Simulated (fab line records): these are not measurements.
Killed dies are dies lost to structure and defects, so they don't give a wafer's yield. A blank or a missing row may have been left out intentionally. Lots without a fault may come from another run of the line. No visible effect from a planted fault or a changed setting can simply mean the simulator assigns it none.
Which tool is to blame? | flow n5-finfet | 27 wafers from 9 lots sampled at 5 of the route's 1938 steps

WHAT THE GAUGES SHOWED, per wafer
N5_BEOL_M13_THK_MEAS_01. Usual: M13_ILD_THK gives 837 nm (standard deviation 9.9).
lot  | measured     | on            | M13_ILD_THK (nm) | flag
L119 | day 12 09:49 | film-metro-01 | 824 832 845      |
L124 | day 13 09:31 | film-metro-01 | 812 837 837      |
L127 | day 14 12:23 | film-metro-01 | 567 580 584      | OFF
L128 | day 14 20:19 | film-metro-02 | 578 561 586      | OFF
L129 | day 15 14:38 | film-metro-01 | 568 574 572      | OFF
L132 | day 15 21:04 | film-metro-01 | 862 850 859      |
L133 | day 16 07:41 | film-metro-02 | 836 832 839      |
L134 | day 16 14:33 | film-metro-02 | 816 848 827      |
L142 | day 18 04:23 | film-metro-01 | 842 846 855      |

WHICH TOOL RAN EACH LOT (tool, then ch and the chambers of the sampled wafers, then the start)
lot  | N5_BEOL_M12_ETCH_67                | N5_BEOL_M12_STRIP_37                 | N5_BEOL_M12_ETCH_38                | N5_BEOL_M13_ILD_DEP_00
L119 | rie-diel-04 ch 0,1, day 12 04:52   | plasma-asher-02 ch 0,1, day 12 05:23 | rie-diel-04 ch 1,2, day 12 07:10   | pecvd-04 ch 0,1,2, day 12 09:40
L124 | rie-diel-05 ch 1,2,3, day 13 03:21 | plasma-asher-01 ch 0,1, day 13 03:52 | rie-diel-02 ch 0,1, day 13 05:01   | pecvd-04 ch 0,2, day 13 09:22
L127 | rie-diel-05 ch 1,2,3, day 14 07:23 | plasma-asher-01 ch 0,1, day 14 07:55 | rie-diel-02 ch 0,2,3, day 14 10:19 | pecvd-04 ch 0,1,2, day 14 12:14
L128 | rie-diel-05 ch 0,1,3, day 14 13:10 | plasma-asher-02 ch 0,1, day 14 13:41 | rie-diel-02 ch 0,3, day 14 18:28   | pecvd-04 ch 0,2, day 14 20:10
L129 | rie-diel-02 ch 0,1, day 15 12:13   | plasma-asher-01 ch 0,1, day 15 12:44 | rie-diel-05 ch 1,2,3, day 15 13:00 | pecvd-04 ch 0,2, day 15 14:29
L132 | rie-diel-05 ch 2,3, day 15 18:42   | plasma-asher-01 ch 0,1, day 15 19:14 | rie-diel-04 ch 0,1, day 15 19:20   | pecvd-02 ch 0,1,2, day 15 20:58
L133 | rie-diel-04 ch 1,3, day 16 04:52   | plasma-asher-01 ch 0,1, day 16 05:24 | rie-diel-05 ch 1,2,3, day 16 05:53 | pecvd-03 ch 0,1,2, day 16 07:32
L134 | rie-diel-05 ch 0,1,2, day 16 09:26 | plasma-asher-01 ch 0,1, day 16 09:58 | rie-diel-02 ch 0,2,3, day 16 11:02 | pecvd-03 ch 0,1,2, day 16 14:24
L142 | rie-diel-02 ch 1,2,3, day 18 00:19 | plasma-asher-02 ch 0,1, day 18 00:52 | rie-diel-02 ch 0,2, day 18 01:37   | pecvd-02 ch 1,2, day 18 04:14
- N5_BEOL_M12_ETCH_67: etches SiARC in CF4, target depth 143 nm, time 238.3 s.
- N5_BEOL_M12_STRIP_37: strips in N2/H2.
- N5_BEOL_M12_ETCH_38: etches SiCN in CF4/N2, target depth 68.7 nm, time 73.4 s.
- N5_BEOL_M13_ILD_DEP_00: deposits SiOC from DEMS/O2, target thk 837.92 nm, time 166.4 s.

WHAT THE TOOLS THEMSELVES READ (means of the sampled wafers that have a number; where no wafer has one, the mark that the record gives instead)
N5_BEOL_M12_ETCH_67. Usual: drypump-motor-current-A 5.8 A, standard deviation 0.43; etch-rf-on-time-s 240 s, standard deviation 6.4; oes-product-au 0.69 a.u., standard deviation 0.086; rf-vpp-V 184.3 V, standard deviation 1.2; showerhead-plenum-p-Torr 2.16 Torr, standard deviation 0.076; throttle-valve-pct 15.58 %, standard deviation 0.27.
lot  | tool        | drypump-motor-current-A (A) | etch-rf-on-time-s (s) | oes-product-au (a.u.) | rf-vpp-V (V) | showerhead-plenum-p-Torr (Torr) | throttle-valve-pct (%) | flag
L119 | rie-diel-04 | 5.5                         | 246                   | 0.63                  | 182.9        | 2.12                            | 15.63                  |
L124 | rie-diel-05 | 6.0                         | 238                   | 0.67                  | 184.8        | 2.20                            | 15.62                  |
L127 | rie-diel-05 | 6.0                         | 238                   | 0.66                  | 184.2        | 2.19                            | 15.62                  |
L128 | rie-diel-05 | 6.1                         | 241                   | 0.74                  | 184.2        | 2.17                            | 15.63                  |
L129 | rie-diel-02 | 5.8                         | 239                   | 0.77                  | 185.5        | 2.23                            | 15.29                  |
L132 | rie-diel-05 | 5.7                         | 240                   | 0.74                  | 183.8        | 2.17                            | 15.33                  |
L133 | rie-diel-04 | 5.4                         | 248                   | 0.77                  | 185.3        | 2.20                            | 15.71                  |
L134 | rie-diel-05 | 5.9                         | 242                   | 0.78                  | 184.9        | 2.18                            | 15.40                  |
L142 | rie-diel-02 | 5.7                         | 232                   | 0.73                  | 184.5        | 2.17                            | 15.47                  |

N5_BEOL_M12_STRIP_37. Usual: drypump-motor-current-A 5.85 A, standard deviation 0.23; heater-power-w 335 W, standard deviation 25; oes-product-au 0.791 a.u., standard deviation 0.01.
lot  | tool            | drypump-motor-current-A (A) | heater-power-w (W) | oes-product-au (a.u.) | flag
L119 | plasma-asher-02 | 6.04                        | 345                | 0.790                 |
L124 | plasma-asher-01 | 5.74                        | 319                | 0.796                 |
L127 | plasma-asher-01 | 5.78                        | 322                | 0.795                 |
L128 | plasma-asher-02 | 6.06                        | 341                | 0.790                 |
L129 | plasma-asher-01 | 5.79                        | 320                | 0.786                 |
L132 | plasma-asher-01 | 5.72                        | 316                | 0.793                 |
L133 | plasma-asher-01 | 5.72                        | 316                | 0.793                 |
L134 | plasma-asher-01 | 5.72                        | 321                | 0.794                 |
L142 | plasma-asher-02 | 5.87                        | 360                | 0.792                 |

N5_BEOL_M12_ETCH_38. Usual: drypump-motor-current-A 5.7 A, standard deviation 0.43; oes-product-au 0.81 a.u., standard deviation 0.11; rf-vpp-V 382.8 V, standard deviation 2.1; showerhead-plenum-p-Torr 2.23 Torr, standard deviation 0.081; throttle-valve-pct 15.38 %, standard deviation 0.3.
lot  | tool        | drypump-motor-current-A (A) | oes-product-au (a.u.) | rf-vpp-V (V) | showerhead-plenum-p-Torr (Torr) | throttle-valve-pct (%) | flag
L119 | rie-diel-04 | 5.8                         | 0.70                  | 380.9        | 2.16                            | 15.60                  |
L124 | rie-diel-02 | 5.8                         | 0.82                  | 385.6        | 2.31                            | 15.26                  |
L127 | rie-diel-02 | 5.7                         | 0.88                  | 384.0        | 2.27                            | 15.20                  |
L128 | rie-diel-02 | 5.2                         | 0.93                  | 382.7        | 2.22                            | 15.10                  |
L129 | rie-diel-05 | 6.0                         | 0.87                  | 383.8        | 2.26                            | 15.29                  |
L132 | rie-diel-04 | 5.5                         | 0.79                  | 380.9        | 2.17                            | 15.32                  |
L133 | rie-diel-05 | 6.0                         | 0.84                  | 383.7        | 2.25                            | 15.31                  |
L134 | rie-diel-02 | 5.7                         | 0.83                  | 384.2        | 2.26                            | 15.25                  |
L142 | rie-diel-02 | 6.2                         | 0.78                  | 384.2        | 2.31                            | 15.39                  |

N5_BEOL_M13_ILD_DEP_00. Usual: heater-power-outer-w 225 W, standard deviation 36; heater-power-w 435 W, standard deviation 47; showerhead-plenum-p-Torr 5.691 Torr, standard deviation 0.013; throttle-valve-pct 12.1 %, standard deviation 0.42.
lot  | tool     | heater-power-outer-w (W) | heater-power-w (W) | showerhead-plenum-p-Torr (Torr) | throttle-valve-pct (%) | flag
L119 | pecvd-04 | 220                      | 428                | 5.693                           | 12.0                   |
L124 | pecvd-04 | 210                      | 414                | 5.690                           | 11.9                   |
L127 | pecvd-04 | 220                      | 430                | 5.690                           | 11.8                   |
L128 | pecvd-04 | 180                      | 371                | 5.688                           | 11.7                   |
L129 | pecvd-04 | 185                      | 383                | 5.685                           | 11.9                   |
L132 | pecvd-02 | 218                      | 426                | 5.686                           | 12.5                   |
L133 | pecvd-03 | 268                      | 483                | 5.696                           | 12.0                   |
L134 | pecvd-03 | 228                      | 424                | 5.696                           | 12.0                   |
L142 | pecvd-02 | 234                      | 452                | 5.684                           | 12.3                   |

THE ANSWER, worked out from the rows above alone
Rule: a lot counts as off when the mean over its wafers that have a number is more than 3 standard deviations away from the usual mean. A lot without any number at a reading at which 4 lots or more have one is off too. The other lots that the step has rows for count as sound. After the gauges, taken in route order, come the tools' own readings; for these a lot's mean is taken, as printed above. At the first step where some lot is off, the reading lying furthest off is the one used; lots without a number count as furthest.
Off: L127, L128, L129, seen at N5_BEOL_M13_THK_MEAS_01 (M13_ILD_THK).
If a tool, at a process step before that reading, ran all the lots that are off and no sound lot after the first of them, it fits. Those tools and the gauges at N5_BEOL_M13_THK_MEAS_01 are tried in the same way. One fits: N5_BEOL_M13_ILD_DEP_00 on pecvd-04. Its last sound lot is L124 (day 13 09:22), its first lot that is off L127 (day 14 12:14): a fault that began between those two fits.

WHAT THE SIMULATOR HAD PUT IN
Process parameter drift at N5_BEOL_M13_ILD_DEP_00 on pecvd-04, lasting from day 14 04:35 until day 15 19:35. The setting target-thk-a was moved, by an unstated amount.
Lots struck among those shown: L127, L128, L129. The rule given above showed the same thing.
